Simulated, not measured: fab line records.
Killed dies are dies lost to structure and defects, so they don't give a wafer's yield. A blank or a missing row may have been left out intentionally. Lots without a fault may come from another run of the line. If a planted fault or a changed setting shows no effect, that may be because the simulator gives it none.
fab line records ; flow nand_harc ; part 2 of 2: steps 24 to 32 of 32
record: lots: 5; wafers: 15; last_day: 33
route steps=1302 shown A_SGD_CUT@916 A_SLIT@922 A_SIN_REMOVE@947
lots that met no fault: taken from a fault-free run of the same line
start_h: the number of hours between the record's first day and the start of the first shown wafer of the lot ; wait_h: hours elapsed since this lot's preceding step ; " unchanged from the row above ; L1.1+2: several wafers, shown together as one row ; - either no value or no given start ; * or withheld: withheld ; < > ~ a bound
route shown NAME@n: a module of which the file shows steps, and the number in the route of the first ; usual: mean/standard deviation taken from wafers without a fault ; same: alike in all rows ; chamber/n: place in a boat ; sites: the reading at each site ; _std_site: their standard deviation ; _edge_site: inner sites' mean taken away from outer sites' mean ; radius_mm: how far each site lies from the wafer's centre ; mask NAME#n: copy n ; behind: tool/chamber where the wafer was last shaped ; hold: the reason the lot was held/the length of the hold in hours/how it ended ; device: transistor that didn't switch, given as n, p or np ; end of line: tests of these same wafers at the route's end ; step lacking rows: just its recipe ; killed: count of dies lost to structure and defects at first sort (not the wafer's yield) ; map: the dies of a wafer, with x for killed, . for not killed, _ for no die there
set.NAME: setting as actually run; set.NAME@STEP: the setting as run at that earlier step ; model.NAME: the simulator's own value behind a step, which no gauge read
lots seen at some steps along the route; tables by step, rows by wafer
services: from which hour (start_h, from the record's first day; less than 0 if before it) a tool's chamber was out of use, for how many hours, and why
== steps ==
step: NHARC_A_SLIT_ETCH_17
recipe: bias_v: 900; source_w: withheld; pressure_mtorr: 20; ar_flow_sccm: 375; c4f8_flow_sccm: 83.3; o2_flow_sccm: 41.7; time_s: 4254.5; target_depth_a: 2.03e+05; chemistry: C4F8/O2/Ar
usual: chamber_pressure_mTorr: 20.002/0.018; drypump_motor_current_A: 6.0/0.45; showerhead_plenum_p_Torr: 3.73/0.11; throttle_valve_pct: 32.044/0.01
lot.wafer;tool;chamber;start_h;wait_h;chamber_pressure_mTorr;drypump_motor_current_A;rf_hours_counter_h;showerhead_plenum_p_Torr;throttle_valve_pct
L083.2;har_etch-02;0;525.99;-;20.012;5.4;77;3.90;32.056
L083.1;har_etch-02;1;525.99;-;20.046;6.7;77;3.67;32.041
L083.4;har_etch-02;0;525.99;-;19.982;5.4;-;3.90;32.034
L085.2;har_etch-02;1;551.76;-;19.982;6.7;92;3.66;32.054
L085.3;har_etch-02;0;551.76;-;19.984;5.4;-;3.89;32.049
L085.4;har_etch-02;1;551.76;-;20.002;6.6;-;3.66;32.036
L089.3;har_etch-02;0;599.87;-;20.011;5.4;-;3.87;32.041
L089.4;har_etch-02;1;599.87;-;20.024;6.6;-;3.65;32.068
L089.5;har_etch-02;1;601.68;-;19.996;6.6;-;3.65;32.066
L094.1;har_etch-01;1;661.51;-;20.013;6.2;367;3.59;32.042
L094.2;har_etch-01;0;661.51;-;20.032;5.9;367;3.73;32.041
L094.6;har_etch-01;0;664.60;-;20.013;5.9;-;3.73;32.047
L096.2;har_etch-01;0;686.47;-;19.997;5.9;379;3.73;32.045
L096.4;har_etch-01;1;688.29;-;20.040;6.2;-;3.58;32.050
L096.5;har_etch-01;1;689.50;-;20.026;6.2;-;3.58;32.051
step: NHARC_A_SLIT_ETCH_26
recipe: bias_v: 400; source_w: 2000; pressure_mtorr: 25; time_s: 90; ar_flow_sccm: 375; c4f8_flow_sccm: 41.7; o2_flow_sccm: 83.3; target_depth_a: 4000; chemistry: C4F8/O2/Ar
usual: chamber_pressure_mTorr: 25.002/0.022; drypump_motor_current_A: 6.0/0.45; showerhead_plenum_p_Torr: 3.77/0.11; throttle_valve_pct: 27.620/0.009
lot.wafer;tool;chamber;start_h;wait_h;chamber_pressure_mTorr;drypump_motor_current_A;rf_hours_counter_h;showerhead_plenum_p_Torr;throttle_valve_pct
L083.2;har_etch-02;0;529.58;3.0;25.006;5.5;80;3.93;27.626
L083.1;har_etch-02;1;529.58;3.0;25.010;6.6;80;3.70;27.614
L083.4;har_etch-02;0;529.58;3.0;24.987;5.4;-;3.93;27.628
L085.2;har_etch-02;1;554.80;2.4;25.013;6.6;95;3.69;27.621
L085.3;har_etch-02;0;554.80;2.4;25.012;5.4;-;3.92;27.609
L085.4;har_etch-02;1;554.80;2.4;25.007;6.6;-;3.69;27.625
L089.3;har_etch-02;0;602.34;1.9;25.063;5.4;-;3.91;27.617
L089.4;har_etch-02;1;602.34;1.9;25.021;6.6;-;3.68;27.615
L089.5;har_etch-02;1;602.34;1.9;24.971;6.6;-;3.68;27.616
L094.1;har_etch-01;1;665.22;3.1;24.995;6.2;370;3.62;27.625
L094.2;har_etch-01;0;665.22;3.1;25.042;5.9;370;3.77;27.618
L094.6;har_etch-01;0;665.22;3.1;25.020;5.9;-;3.77;27.618
L096.2;har_etch-01;0;690.10;3.0;25.018;5.9;382;3.76;27.634
L096.4;har_etch-01;1;690.10;3.0;25.032;6.2;-;3.61;27.619
L096.5;har_etch-01;1;690.10;3.0;25.032;6.2;-;3.61;27.620
step: NHARC_A_SLIT_STRIP_28
recipe: o2_flow_sccm: 400; cos_flow_sccm: 20; ar_flow_sccm: 0; bias_w: 0; chemistry: O2/COS
lot.wafer;tool;chamber;start_h;wait_h
L083.4+2+1;rie_diel-08;3,1,2;530.37;0.7
L085.3+2+4;rie_diel-08;1,3,0;555.56;0.7
L089.3+4+5;rie_diel-05;0,1,0;603.07;0.7
L094.1+2+6;rie_diel-08;3,1,2;666.02;0.8
L096.2+4+5;rie_diel-07;1,2,0;690.91;0.8
step: NHARC_A_SLIT_ETCH_29
recipe: target_depth_a: 1000; overetch_a: 100; time_s: 55; ion_energy_ev: 100; cf4_flow_sccm: 80; o2_flow_sccm: 20; ar_flow_sccm: 0; rf_w: 300; bias_w: 100; chemistry: CF4/O2
usual: chamber_pressure_mTorr: 30.001/0.029; drypump_motor_current_A: 5.4/0.43; oes_product_au: 0.997/0.011; rf_vpp_V: 197.6/1.5; showerhead_plenum_p_Torr: 1.32/0.065; throttle_valve_pct: 13.397/0.0084
lot.wafer;tool;chamber;start_h;wait_h;chamber_pressure_mTorr;drypump_motor_current_A;oes_product_au;rf_hours_counter_h;rf_vpp_V;showerhead_plenum_p_Torr;throttle_valve_pct
L083.2;rie_diel-08;1;530.47;0.1;29.975;4.9;0.974;9;197.4;1.26;13.397
L083.4;rie_diel-08;3;530.47;0.1;30.020;4.8;1.004;9;199.0;1.37;13.395
L083.1;rie_diel-08;0;530.47;0.1;29.977;5.8;1.011;9;195.7;1.25;13.399
L085.2;rie_diel-08;1;555.65;0.1;30.000;4.9;0.989;0;195.0;1.26;13.411
L085.3;rie_diel-08;2;555.65;0.1;29.994;5.4;0.993;0;198.4;1.37;13.386
L085.4;rie_diel-08;0;555.65;0.1;29.988;5.9;0.997;0;196.5;1.25;13.419
L089.3;rie_diel-05;3;603.29;0.2;30.015;5.1;1.004;1;199.5;1.40;13.397
L089.4;rie_diel-05;0;603.29;0.2;29.969;5.6;0.994;1;196.9;1.29;13.396
L089.5;rie_diel-05;3;603.29;0.2;29.975;5.0;0.997;-;198.2;1.40;13.415
L094.2;rie_diel-08;2;666.10;0.1;30.018;5.4;1.008;7;197.0;1.37;13.395
L094.1;rie_diel-08;1;666.10;0.1;30.002;4.9;0.988;6;195.4;1.26;13.398
L094.6;rie_diel-08;2;666.10;0.1;29.995;5.4;1.002;-;197.4;1.37;13.401
L096.2;rie_diel-07;2;691.00;0.1;29.965;5.8;1.010;1;199.3;1.40;13.400
L096.4;rie_diel-07;1;691.00;0.1;29.966;5.1;1.018;2;196.2;1.27;13.414
L096.5;rie_diel-07;3;691.00;0.1;30.024;5.3;1.013;-;199.1;1.43;13.400
step: NHARC_A_SLIT_STRIP_18
recipe: o2_flow_sccm: 500; ar_flow_sccm: 0; bias_w: 0; chemistry: O2
usual: chamber_pressure_mTorr: 60.00/0.055; drypump_motor_current_A: 5.4/0.42; oes_product_au: 0.998/0.01; rf_vpp_V: 57.6/0.91; showerhead_plenum_p_Torr: 3.49/0.17; throttle_valve_pct: 17.036/0.0085
lot.wafer;tool;chamber;start_h;wait_h;chamber_pressure_mTorr;drypump_motor_current_A;oes_product_au;rf_hours_counter_h;rf_vpp_V;showerhead_plenum_p_Torr;throttle_valve_pct
L083.4;rie_diel-08;3;-;-;60.09;4.8;1.003;9;59.0;3.62;17.037
L083.1;rie_diel-08;0;-;-;59.91;5.9;1.008;9;58.1;3.30;17.039
L083.2;rie_diel-08;2;-;-;59.97;5.4;1.016;8;59.1;3.61;17.034
L085.4;rie_diel-08;3;-;-;59.99;4.9;0.988;0;57.1;3.62;17.059
L085.3;rie_diel-08;0;-;-;60.04;5.9;1.012;0;57.5;3.30;17.042
L085.2;rie_diel-08;2;-;-;60.06;5.4;1.004;0;59.0;3.61;17.039
L089.3;rie_diel-05;1;-;-;60.10;5.3;1.000;2;54.8;3.29;17.034
L089.4;rie_diel-05;3;-;-;59.92;5.0;0.994;1;57.6;3.70;17.058
L089.5;rie_diel-05;0;-;-;59.93;5.6;0.992;-;57.1;3.42;17.032
L094.1;rie_diel-08;1;-;-;60.00;4.9;0.989;6;57.9;3.33;17.044
L094.2;rie_diel-08;3;-;-;60.01;4.9;0.996;7;57.6;3.61;17.034
L094.6;rie_diel-08;1;-;-;60.05;4.8;0.988;-;57.4;3.33;17.046
L096.4;rie_diel-07;2;-;-;60.08;5.9;0.995;1;58.5;3.70;17.043
L096.2;rie_diel-07;0;-;-;59.94;5.4;0.986;2;58.6;3.34;17.033
L096.5;rie_diel-07;2;-;-;59.95;5.9;0.998;-;58.0;3.70;17.043
step: NHARC_A_SLIT_PRECLEAN_19
recipe: time_s: *; temp_c: 50; bath_age_min: 0; chemistry: SC1
lot.wafer;tool;chamber;start_h;wait_h
L083.4+2+1;wet_bench-07;3,4,0;530.86;-
L085.3+4+2;wet_bench-07;0,2,3;556.06;-
L089.4+3+5;wet_bench-06;2,5,6;603.70;-
L094.1+2+6;wet_bench-02;7,1,2;666.50;-
L096.4+2+5;wet_bench-06;0,2,3;691.40;-
step: NHARC_A_SLIT_SRD_20
lot.wafer;tool;chamber;start_h;wait_h
L083.4+2+1;wet_bench-07;3,4,0;-;-
L085.3+4+2;wet_bench-07;0,2,3;-;-
L089.4+3+5;wet_bench-06;2,5,6;-;-
L094.1+2+6;wet_bench-02;7,1,2;-;-
L096.4+2+5;wet_bench-06;0,2,3;-;-
step: NHARC_A_SLIT_CD_MEAS_21
usual: cd_nm: 289.5/1
lot.wafer;tool;chamber;start_h;wait_h;cd_nm
L083.1;cd_sem-02;-;531.00;-;290.0
L083.2;cd_sem-02;-;531.00;-;290.7
L083.4;cd_sem-02;-;531.00;-;289.9
L085.2;cd_sem-03;-;556.20;-;290.6
L085.3;cd_sem-03;-;556.20;-;290.6
L085.4;cd_sem-03;-;556.20;-;289.8
L089.3;cd_sem-02;-;603.84;-;290.0
L089.4;cd_sem-02;-;603.84;-;289.7
L089.5;cd_sem-02;-;603.84;-;289.9
L094.1;cd_sem-03;-;666.64;-;288.3
L094.2;cd_sem-03;-;666.64;-;288.2
L094.6;cd_sem-03;-;666.64;-;287.4
L096.2;cd_sem-01;-;691.54;-;288.6
L096.4;cd_sem-01;-;691.54;-;289.0
L096.5;cd_sem-01;-;691.54;-;289.2
step: NHARC_A_SIN_REMOVE_WET_00
recipe: temp_c: 160; time_s: 15300; chemistry: H3PO4
lot.wafer;tool;chamber;start_h;wait_h
L083.1+2+4;wet_h3po4-02;1;531.98;1.0
L085.2+3+4;wet_h3po4-02;0;557.87;1.7
L089.3+4+5;wet_h3po4-01;1;605.25;1.4
L094.1+2+6;wet_h3po4-01;0;668.31;1.7
L096.2+4+5;wet_h3po4-02;0;693.21;1.7
== services ==
tool;chamber;start_h;hours;kind
rie_diel-05;0;496.11;4.1;repair
litho_track-01;-;505.00;7.0;pm
wet_bench-01;-;511.94;17.1;repair
wet_bench-07;-;512.00;8.0;pm
rie_diel-05;1;522.02;4.5;repair
litho_track-06;-;529.00;7.0;pm
rie_diel-08;-;544.80;9.0;pm
wet_bench-06;-;545.60;8.0;pm
pecvd-03;-;547.43;13.0;pm
litho_track-04;-;553.00;7.0;pm
rie_diel-06;1;555.09;6.1;repair
rie_diel-07;3;572.90;4.0;repair
rie_diel-07;2;576.38;15.5;repair
rie_diel-07;-;577.17;0.2;repair
rie_diel-08;2;577.49;1.3;repair
rie_diel-05;-;583.80;9.0;pm
rie_diel-08;-;595.46;0.6;repair
wet_bench-01;-;629.60;8.0;pm
har_etch-02;-;633.99;0.6;repair
rie_diel-08;1;644.75;12.6;repair
rie_diel-07;-;648.20;9.0;pm
rie_diel-05;1;649.33;1.8;repair
litho_track-01;-;680.00;7.0;pm
rie_diel-08;-;689.97;1.0;repair
